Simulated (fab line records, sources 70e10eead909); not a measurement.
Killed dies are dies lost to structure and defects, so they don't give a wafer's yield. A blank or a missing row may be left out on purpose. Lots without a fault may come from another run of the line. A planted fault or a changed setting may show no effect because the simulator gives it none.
fab line records | flow nand_harc
record lots=12 wafers=34 last_day=24
route steps=1159 shown P_BONDPAD@365
lots that met no fault: from a run of the same line without faults
start_h: hours from the record's first day to the start of the lot's first wafer shown | wait_h: hours since the lot's step before | " the same as in the row above | L1.1+2: a row that stands for several wafers | - no value, or no start given | * or withheld: withheld | < > ~ a bound
route shown NAME@n: a module of which the file shows steps, and the number in the route of the first | usual: mean/standard deviation of fault-free wafers | same: alike in all rows | chamber/n: place in a boat | sites: the reading at each site | _std_site: their standard deviation | _edge_site: outer sites' mean less inner sites' | radius_mm: how far each site lies from the wafer's centre | mask NAME#n: copy n | behind: the tool/chamber that last shaped the wafer | hold: why the lot was held/for how many hours/how that ended | device: the transistor (n, p or np) that didn't switch | end of line: the same wafers' tests at the end of the route | a step without rows: its recipe alone | killed: dies lost to structure and defects at the first sort, not the wafer's yield | map: a wafer's dies, x killed, . not, _ none there
set.NAME: the setting as run; set.NAME@STEP: as run at that earlier step | model.NAME: the simulator's own value behind a step, which no gauge read
steps of the route over a sample of lots; a table a step, a row a wafer
services: from which hour (start_h, from the record's first day; less than 0 if before it) a tool's chamber was out of use, for how many hours, and why
## steps
# step NHARC_P_BONDPAD_OVL_MEAS_38
# usual overlay_x_nm=-1/6.7 overlay_y_nm=-1/5.7
# columns lot.wafer tool chamber start_h wait_h overlay_x_nm overlay_y_nm
L400.1 overlay-02 - 123.69 - 2 -3
L400.5 " - " " 3 -3
L400.6 " - " " 3 -4
L402.4 overlay-02 - 145.53 - 2 -13
L402.5 " - " " 1 -13
L402.6 " - " " 2 -13
L401.1 overlay-02 - 146.60 - 6 -5
L401.3 " - " " 6 -6
L401.6 " - " " 5 -5
L404.1 overlay-02 - 148.32 - 1 -2
L404.5 " - " " 1 -1
L404.6 " - " " 1 -2
L403.1 overlay-02 - 151.92 - 2 6
L403.4 " - " " 2 6
L403.6 " - " " 2 7
L407.1 overlay-02 - 173.30 - -6 0
L407.2 " - " " -6 0
L408.1 overlay-02 - 176.24 - -11 -2
L408.4 " - " " -11 -3
L414.2 overlay-02 - 206.63 - 3 6
L414.3 " - " " 3 6
L414.6 " - " " 3 6
L421.1 overlay-02 - 252.08 - 7 8
L421.3 " - " " 6 8
L421.6 " - " " 6 9
L420.1 overlay-01 - 253.24 - 0 1
L420.2 " - " " 0 1
L420.5 " - " " 0 1
L422.1 overlay-02 - 270.19 - 3 -2
L422.2 " - " " 3 -2
L422.6 " - " " 3 -2
L423.3 overlay-01 - 270.78 - 4 1
L423.4 " - " " 5 1
L423.6 " - " " 4 0
# step NHARC_P_BONDPAD_ETCH_37
# recipe target_depth_a=600 overetch_a=180 time_s=65.91 ion_energy_ev=200 n2_flow_sccm=150 h2_flow_sccm=150 ar_flow_sccm=0 rf_w=400 bias_w=150 chemistry=N2/H2
# usual drypump_motor_current_A=5.7/0.55 n2_flow_sccm=150.0/0.42 oes_product_au=1.004/0.01 rf_vpp_V=431.2/2.2 run_length_s=87.3/0.51 showerhead_plenum_p_Torr=2.07/0.079 throttle_valve_pct=14.171/0.009
# same time_s=65.91
# columns lot.wafer tool chamber start_h wait_h drypump_motor_current_A n2_flow_sccm oes_product_au rf_hours_counter_h rf_vpp_V run_length_s showerhead_plenum_p_Torr throttle_valve_pct
L400.1 rie_diel-05 1 123.94 0.1 5.3 150.0 1.000 49 426.7 87.4 1.88 14.166
L400.6 " 3 " " 6.3 150.5 1.027 - 429.5 87.2 2.01 14.173
L400.5 " 0 " " 6.3 149.9 1.001 - 429.9 87.4 2.03 14.164
L402.4 rie_diel-11 2 145.83 0.1 4.9 150.4 1.007 - 432.4 88.2 2.11 14.163
L402.5 " 3 " " 5.8 150.0 0.989 - 432.0 86.6 2.14 14.182
L402.6 " 2 " " 4.9 150.1 1.004 - 431.4 88.1 2.11 14.175
L401.1 rie_diel-05 0 146.82 0.1 6.3 149.7 1.007 56 430.0 87.5 2.02 14.180
L401.3 " 2 " " 6.3 150.9 1.023 47 432.1 87.6 2.11 14.190
L401.6 " 3 " " 6.3 150.4 1.023 - 429.9 87.4 2.01 14.171
L404.1 rie_diel-05 1 148.53 0.1 5.3 150.2 0.992 59 425.4 87.7 1.88 14.169
L404.6 " 1 " " 5.2 150.4 1.004 - 426.2 87.5 1.88 14.163
L404.5 " 2 " " 6.3 149.4 1.006 - 432.1 87.7 2.11 14.164
L403.1 rie_diel-11 0 152.14 0.1 6.3 150.5 1.000 12 431.2 86.7 2.12 14.179
L403.4 " 2 " " 4.9 149.4 1.008 13 431.1 87.9 2.11 14.166
L403.6 " 0 " " 6.3 150.4 0.994 - 433.6 86.6 2.12 14.177
L407.2 rie_diel-11 1 173.53 0.1 5.3 149.9 1.003 14 428.6 87.6 1.98 14.165
L407.1 " 2 " " 4.9 150.2 1.014 15 433.0 88.1 2.11 14.176
L408.4 rie_diel-11 1 176.46 0.1 5.3 150.5 1.000 14 429.6 87.5 1.98 14.155
L408.1 " 0 " " 6.3 150.0 0.997 14 433.8 86.8 2.12 14.165
L414.3 rie_diel-11 3 206.84 0.1 5.8 149.5 1.005 1 434.2 87.1 2.14 14.174
L414.2 " 0 " " 6.3 150.0 1.007 1 433.1 86.6 2.12 14.164
L414.6 " 3 " " 5.8 150.8 1.019 - 432.7 86.6 2.14 14.158
L421.1 rie_diel-11 0 252.30 0.1 6.3 150.1 1.000 5 433.1 86.8 2.12 14.179
L421.3 " 1 " " 5.3 149.5 1.006 5 428.7 87.9 1.98 14.179
L421.6 " 3 " " 5.8 150.8 1.012 - 433.0 86.9 2.13 14.178
L420.1 rie_diel-05 0 253.46 0.1 6.3 150.1 1.002 26 429.3 87.3 2.01 14.162
L420.2 " 2 " " 6.3 150.2 1.000 28 432.7 87.8 2.10 14.165
L420.5 " 0 " " 6.3 150.5 0.993 - 429.7 87.3 2.01 14.179
L422.2 rie_diel-11 3 270.45 0.1 5.8 149.7 0.998 7 432.3 86.6 2.13 14.173
L422.1 " 1 " " 5.3 149.4 1.012 7 428.5 87.8 1.97 14.177
L422.6 " 2 " " 4.9 149.9 0.990 - 432.4 88.3 2.11 14.174
L423.4 rie_diel-11 1 271.00 0.1 5.3 150.7 1.012 8 428.5 87.5 1.97 14.170
L423.3 " 2 " " 4.9 150.2 1.003 8 431.0 88.0 2.11 14.161
L423.6 " 3 " " 5.8 149.6 1.002 - 433.4 86.6 2.13 14.188
# step NHARC_P_BONDPAD_ETCH_24
# recipe target_depth_a=300 over_etch_frac=0.3 time_s=72.99 ion_energy_ev=150 cf4_flow_sccm=50 n2_flow_sccm=100 ar_flow_sccm=150 rf_w=300 bias_w=100 chemistry=CF4/N2
# usual drypump_motor_current_A=5.7/0.52 n2_flow_sccm=100.00/0.28 oes_product_au=1.004/0.01 rf_vpp_V=314.5/2 run_length_s=94.5/0.48 showerhead_plenum_p_Torr=2.65/0.11 throttle_valve_pct=19.794/0.0091
# same over_etch_frac=0.3
# columns lot.wafer tool chamber start_h wait_h drypump_motor_current_A n2_flow_sccm oes_product_au rf_hours_counter_h rf_vpp_V run_length_s showerhead_plenum_p_Torr throttle_valve_pct
L400.1 rie_diel-13 2 124.39 - 5.8 100.14 1.003 6 316.1 94.5 2.83 19.804
L400.6 " 1 " " 5.9 100.28 0.999 - 312.9 94.7 2.50 19.796
L400.5 " 2 " " 5.8 100.01 1.008 - 317.3 94.1 2.83 19.779
L402.4 rie_diel-13 3 146.37 - 5.2 99.68 0.978 14 313.7 94.1 2.61 19.789
L402.6 " 1 " " 5.9 99.92 1.005 - 312.1 95.5 2.50 19.798
L402.5 " 2 " " 5.8 99.97 1.004 - 316.9 94.0 2.83 19.791
L401.3 rie_diel-05 2 147.28 - 6.3 100.39 1.022 47 315.7 94.7 2.71 19.810
L401.1 " 3 " " 6.3 100.23 1.018 59 315.4 94.2 2.59 19.804
L401.6 " 1 " " 5.3 100.13 0.994 - 310.2 94.3 2.44 19.805
L404.1 rie_diel-05 2 148.99 - 6.3 100.65 1.021 48 314.9 94.7 2.71 19.807
L404.6 " 1 " " 5.2 99.78 0.988 - 310.5 94.4 2.44 19.793
L404.5 " 2 " " 6.3 99.90 1.016 - 316.7 94.6 2.71 19.784
L403.1 rie_diel-11 3 152.59 - 5.8 99.86 1.004 12 315.3 94.0 2.74 19.799
L403.4 " 0 " " 6.3 100.06 1.009 12 315.6 93.9 2.72 19.780
L403.6 " 3 " " 5.8 99.88 1.008 - 315.1 93.7 2.74 19.782
L407.1 rie_diel-11 2 173.97 - 4.9 100.69 1.014 15 315.1 74.0 2.71 19.774
L407.2 " 3 " " 5.8 99.69 1.002 14 316.0 93.7 2.74 19.799
L408.4 rie_diel-11 1 176.91 - 5.3 100.01 1.006 14 311.4 73.7 2.55 19.794
L408.1 " 3 " " 5.8 100.06 1.002 14 315.2 73.5 2.74 19.791
L414.3 rie_diel-13 1 207.30 - 6.0 100.04 1.018 36 311.8 94.9 2.49 19.799
L414.2 " 3 " " 5.2 99.56 0.986 36 314.4 94.2 2.60 19.787
L414.6 " 1 " " 5.9 99.78 1.015 - 312.2 94.7 2.49 19.797
L421.3 rie_diel-13 1 252.74 - 5.9 100.26 1.016 55 310.6 95.0 2.48 19.784
L421.1 " 3 " " 5.2 100.19 0.989 52 314.2 94.5 2.59 19.782
L421.6 " 2 " " 5.8 100.15 1.002 - 318.5 94.3 2.81 19.793
L420.1 rie_diel-11 0 253.91 - 6.3 99.84 1.008 5 315.3 93.8 2.71 19.786
L420.2 " 2 " " 4.9 100.02 1.012 6 314.5 94.7 2.71 19.783
L420.5 " 0 " " 6.3 99.38 1.005 - 316.0 93.5 2.72 19.775
L422.2 rie_diel-05 0 270.98 - 6.3 100.09 0.992 34 313.3 94.9 2.59 19.804
L422.1 " 2 " " 6.3 99.80 0.992 38 316.0 94.8 2.69 19.788
L422.6 " 0 " " 6.3 100.16 0.988 - 314.5 94.9 2.59 19.796
L423.3 rie_diel-11 2 271.44 - 4.9 100.15 0.999 8 316.2 95.0 2.71 19.794
L423.4 " 0 " " 6.3 100.33 1.007 7 315.6 93.9 2.71 19.800
L423.6 " 2 " " 4.9 100.64 1.001 - 315.1 95.0 2.71 19.787
# step NHARC_P_BONDPAD_CMP_19
# recipe t_overpolish_s=30 cu_recess_touch_s=16 target_thk_nm=160.81
# usual motor_current_A=12.1/1.3 overpolish_run_s=29.999/0.0089 pad_life_wafers=303/170
# columns lot.wafer tool chamber start_h wait_h motor_current_A overpolish_run_s pad_life_wafers
L400.1 cmp-02 3 125.89 - 11.6 29.994 540
L400.6 " 3 " " 11.8 29.976 -
L400.5 " 0 " " 11.2 29.996 -
L402.4 cmp-03 2 147.90 - 14.0 29.996 517
L402.6 " 1 " " 15.2 29.998 -
L402.5 " 2 " " 14.0 29.988 -
L401.3 cmp-02 0 148.81 - 11.1 29.991 91
L401.1 " 1 " " 11.5 29.995 92
L401.6 " 3 " " 12.4 29.986 -
L404.1 cmp-03 0 150.59 - 11.2 29.995 530
L404.6 " 2 " " 14.3 29.986 -
L404.5 " 3 " " 11.9 30.001 -
L403.4 cmp-01 1 154.09 - 11.5 30.006 354
L403.1 " 3 " " 12.8 30.002 356
L403.6 " 1 " " 12.0 30.019 -
L407.2 cmp-02 1 175.62 - 11.3 29.998 266
L407.1 " 2 " " 9.6 29.996 267
L408.1 cmp-01 1 178.93 - 11.5 29.985 529
L408.4 " 2 " " 12.7 30.000 530
L414.3 cmp-01 1 208.76 - 12.1 30.002 138
L414.2 " 3 " " 12.4 29.994 140
L414.6 " 1 " " 11.8 29.988 -
L421.1 cmp-02 0 254.28 - 11.8 29.997 103
L421.3 " 2 " " 9.9 29.986 105
L421.6 " 3 " " 11.2 30.007 -
L420.1 cmp-01 3 255.43 - 12.6 30.004 385
L420.2 " 1 " " 12.2 29.998 387
L420.5 " 3 " " 13.0 30.009 -
L422.2 cmp-02 0 272.46 - 11.8 30.010 216
L422.1 " 2 " " 9.7 30.011 218
L422.6 " 1 " " 11.7 29.995 -
L423.3 cmp-01 2 273.02 - 12.6 29.994 499
L423.4 " 3 " " 12.7 29.996 500
L423.6 " 2 " " 12.7 29.996 -
## services
# columns tool chamber start_h hours kind
rie_diel-11 0 119.50 - clean
cmp-02 - 129.49 4.0 pm
rie_diel-11 0 136.91 9.5 repair
rie_diel-11 1 142.10 6.2 repair
cmp-02 - 155.45 0.8 repair
cmp-03 - 156.10 4.0 pm
rie_diel-05 - 163.62 9.0 pm
rie_diel-05 0 172.99 1.4 repair
cmp-03 - 176.31 1.0 repair
cmp-02 - 177.20 1.7 repair
cmp-01 - 179.50 4.0 pm
rie_diel-11 - 189.50 9.0 pm
rie_diel-05 0 189.75 3.0 repair
cmp-03 - 192.61 4.8 repair
rie_diel-05 3 204.70 9.8 repair
cmp-02 - 206.83 2.4 repair
cmp-01 - 209.96 3.3 repair
cmp-02 - 225.55 4.3 repair
cmp-02 - 229.89 4.0 pm
rie_diel-13 3 232.11 3.8 repair
rie_diel-11 1 245.05 1.3 repair
cmp-03 - 247.34 1.6 repair
cmp-03 - 254.10 4.0 pm
cmp-03 - 264.82 13.2 repair
## key
first_sign step=NHARC_P_BONDPAD_ETCH_24 reading=run_length_s direction=down sigmas=43 usual=* struck=*
effect none on later readings
met_at NHARC_P_BONDPAD_ETCH_24
struck_lots L407,L408
struck_wafers L407.1,L408.1,L408.4
sort_left_out L407.1,L408.1,L408.4
not_acting_at NHARC_P_BONDPAD_OVL_MEAS_38,NHARC_P_BONDPAD_ETCH_37,NHARC_P_BONDPAD_CMP_19
onset_between 152.59 173.97
fault kind=process_parameter_drift tool=rie_diel-11 chamber=- onset_h=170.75 steps=NHARC_P_BONDPAD_ETCH_24 channel=time_s offset=* shape=step end_h=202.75 scope=struck_wafers_only acts_in=* stated=*
# sort_left_out: the simulated sort isn't trusted on such a fault, so these wafers' sort isn't shown, and their yield isn't known
